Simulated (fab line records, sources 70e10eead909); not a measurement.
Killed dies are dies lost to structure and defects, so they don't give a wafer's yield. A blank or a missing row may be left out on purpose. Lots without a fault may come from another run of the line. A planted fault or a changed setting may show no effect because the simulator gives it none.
Which tool did it? | flow nand_harc | 11 lots, 33 wafers sampled, at 5 steps of a route of 1302

WHAT THE GAUGES READ, wafer by wafer
NHARC_END_WLT_00.
lot  | measured     | on        | VT_DECK2_TOP
L996 | day 24 15:10 | prober-02 | 0.889 0.900 0.896
L997 | day 24 15:40 | prober-01 | 0.903 0.893 0.898
L998 | day 25 15:13 | prober-01 | 0.888 0.889 0.885
L999 | day 25 06:55 | prober-02 | 0.909 0.911 0.906
L100 | day 25 06:25 | prober-01 | 0.911 0.897 0.901
L101 | day 26 02:49 | prober-02 | 0.903 0.899 0.895
L102 | day 26 03:19 | prober-01 | 0.896 0.892 0.890
L103 | day 27 10:14 | prober-02 | 0.891 0.898 0.896
L110 | day 30 09:58 | prober-02 | 0.972 0.970 0.964
L117 | day 33 12:07 | prober-01 | 0.904 0.902 0.899
L118 | day 34 19:28 | prober-01 | 0.900 0.904 0.901

WHICH TOOL RAN EACH LOT (tool, then ch and the chambers of the sampled wafers, then the start)
lot  | NHARC_A_CHANNEL_FILL_D2_CVD_18   | NHARC_THIN_TSV_CMP_01         | NHARC_THIN_TSV_DEP_47           | NHARC_THIN_TSV_PVD_51
L996 | lpcvd_poly-04 ch 0, day 14 09:26 | cmp-02 ch 1,2, day 23 23:26   | pecvd-01 ch 0,2, day 24 02:38   | pvd_sputter-03, day 24 15:10 or earlier
L997 | lpcvd_poly-04 ch 0, day 14 09:26 | cmp-03 ch 0,1,3, day 24 00:38 | pecvd-01 ch 0,1,2, day 24 03:52 | pvd_sputter-03, day 24 15:40 or earlier
L998 | lpcvd_poly-01 ch 0, day 15 14:26 | cmp-04 ch 0,1,3, day 24 22:51 | pecvd-03 ch 0,1, day 25 02:06   | pvd_sputter-01, day 25 15:13 or earlier
L999 | lpcvd_poly-01 ch 0, day 15 20:53 | cmp-02 ch 0,1,3, day 24 16:47 | pecvd-03 ch 0,1, day 24 19:56   | pvd_sputter-03, day 25 06:55 or earlier
L100 | lpcvd_poly-03 ch 0, day 16 01:31 | cmp-04 ch 0,3, day 24 17:59   | pecvd-04 ch 0,2, day 24 21:16   | pvd_sputter-02, day 25 06:25 or earlier
L101 | lpcvd_poly-03 ch 0, day 16 10:15 | cmp-04 ch 0,2,3, day 25 11:58 | pecvd-01 ch 0,1, day 25 15:05   | pvd_sputter-03, day 26 02:49 or earlier
L102 | lpcvd_poly-03 ch 0, day 16 10:15 | cmp-04 ch 0,1,2, day 25 10:48 | pecvd-01 ch 0,1,2, day 25 13:53 | pvd_sputter-03, day 26 03:19 or earlier
L103 | lpcvd_poly-04 ch 0, day 17 07:24 | cmp-03 ch 0,3, day 26 18:46   | pecvd-04 ch 0,1, day 26 21:59   | pvd_sputter-02, day 27 10:14 or earlier
L110 | lpcvd_poly-03 ch 0, day 20 16:59 | cmp-03 ch 0,1, day 29 19:26   | pecvd-04 ch 0,2, day 29 22:26   | pvd_sputter-01, day 30 09:58 or earlier
L117 | lpcvd_poly-01 ch 0, day 23 13:16 | cmp-04 ch 0,1,2, day 32 22:02 | pecvd-04 ch 0,2, day 33 01:24   | pvd_sputter-02, day 33 12:07 or earlier
L118 | lpcvd_poly-01 ch 0, day 24 03:56 | cmp-02 ch 0,2,3, day 34 05:14 | pecvd-03 ch 1,2, day 34 08:31   | pvd_sputter-01, day 34 19:28 or earlier
- NHARC_A_CHANNEL_FILL_D2_CVD_18: deposits poly-Si, target thk 3 nm.
- NHARC_THIN_TSV_CMP_01: polishes.
- NHARC_THIN_TSV_DEP_47: deposits SiO2, target thk 200 nm.
- NHARC_THIN_TSV_PVD_51: deposits Cu, target thk 100 nm.

THE ANSWER, worked out from the rows above alone
Rule: what is usual is taken from the lots themselves. Put in order of their means at a reading, lots are off if they are a third of the lots or fewer, leave a main group of 4 or more, and stand apart from it by a gap of 3 or more times the standard deviation of the main group's means; of several such gaps the widest counts. A main group whose means are all the same, to the digits that the tables above print for the reading, isn't used. A lot without any number at a reading at which 4 lots or more have one is off too. The other lots that the step has rows for count as sound.
Off: L110, at NHARC_END_WLT_00 (VT_DECK2_TOP). The main group: mean 0.898, standard deviation 0.0057.
A tool fits if, at a process step before that reading, it ran every lot that is off, and no sound lot after the first of them. The gauges at NHARC_END_WLT_00 are tried like those tools. NHARC_THIN_TSV_PVD_51 gives no start for some lots, so the hours and the order of its lots are those of NHARC_END_WLT_00. Can't be told from this: 3 tools fit, lpcvd_poly-03 at NHARC_A_CHANNEL_FILL_D2_CVD_18, cmp-03 at NHARC_THIN_TSV_CMP_01, prober-02 at NHARC_END_WLT_00.

WHAT THE SIMULATOR HAD PUT IN
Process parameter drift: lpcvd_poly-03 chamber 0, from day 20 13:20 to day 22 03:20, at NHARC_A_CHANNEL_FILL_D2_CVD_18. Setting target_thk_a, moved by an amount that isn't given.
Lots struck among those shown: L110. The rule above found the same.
